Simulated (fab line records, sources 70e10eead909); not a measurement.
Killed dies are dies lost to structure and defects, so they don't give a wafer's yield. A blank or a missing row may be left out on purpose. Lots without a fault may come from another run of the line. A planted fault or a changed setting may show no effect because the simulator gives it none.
Chamber matching | flow nand_harc | NHARC_THIN_TSV_DEP_47 on pecvd-03: 3 sister chambers
The step deposits SiO2, target thk 200 nm. 16 wafers are shown with their chamber, then 7 later ones without.

WAFERS WITH THEIR CHAMBER
wafer  | chamber | throttle_valve_pct (%)
L838.1 | 0       | 16.1
L838.3 | 2       | 15.5
L838.4 | 2       | 15.7
L842.1 | 1       | 16.8
L842.4 | 1       | 16.7
L842.6 | 0       | 16.2
L841.1 | 2       | 15.5
L841.4 | 1       | 16.9
L841.6 | 2       | 15.7
L844.2 | 1       | 16.8
L844.3 | 0       | 16.2
L844.6 | 0       | 16.4
L846.1 | 0       | 16.4
L846.2 | 1       | 16.7
L846.4 | 1       | 16.8
L851.6 | 2       | 16.2

SIGNATURES (means of the wafers above)
reading            | chamber 0 | chamber 1 | chamber 2 | scatter within a chamber
throttle_valve_pct | 16.260    | 16.783    | 15.720    | 0.182
Rule: a wafer's distance from a chamber is the root of the sum, over the readings, of the square of ((its reading less the chamber's mean) divided by the reading's scatter). The wafer belongs to the nearest chamber; if the next one is less than 2 further off, it can't be placed. The scatter: the root of (the sum of the squares of (reading less its chamber's mean) over the shown wafers, divided by (wafers less chambers)).

WAFERS WITHOUT THEIR CHAMBER
wafer  | throttle_valve_pct (%)
L853.6 | 16.4
L857.1 | 16.4
L857.2 | 16.5
L857.3 | 15.1
L858.3 | 16.2
L858.4 | 16.5
L858.6 | 15.3

WHICH CHAMBER EACH WENT THROUGH
wafer  | from the rows above     | in truth
L853.6 | can't be placed: 0 or 1 | 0
L857.1 | can't be placed: 0 or 1 | 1
L857.2 | can't be placed: 0 or 1 | 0
L857.3 | 2                       | 2
L858.3 | 0                       | 0
L858.4 | can't be placed: 0 or 1 | 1
L858.6 | 2                       | 2
Placed correctly: 3 of 7. Can't be placed from these rows: 4 (the true chamber is among the candidates in 4). Placed wrongly: 0.
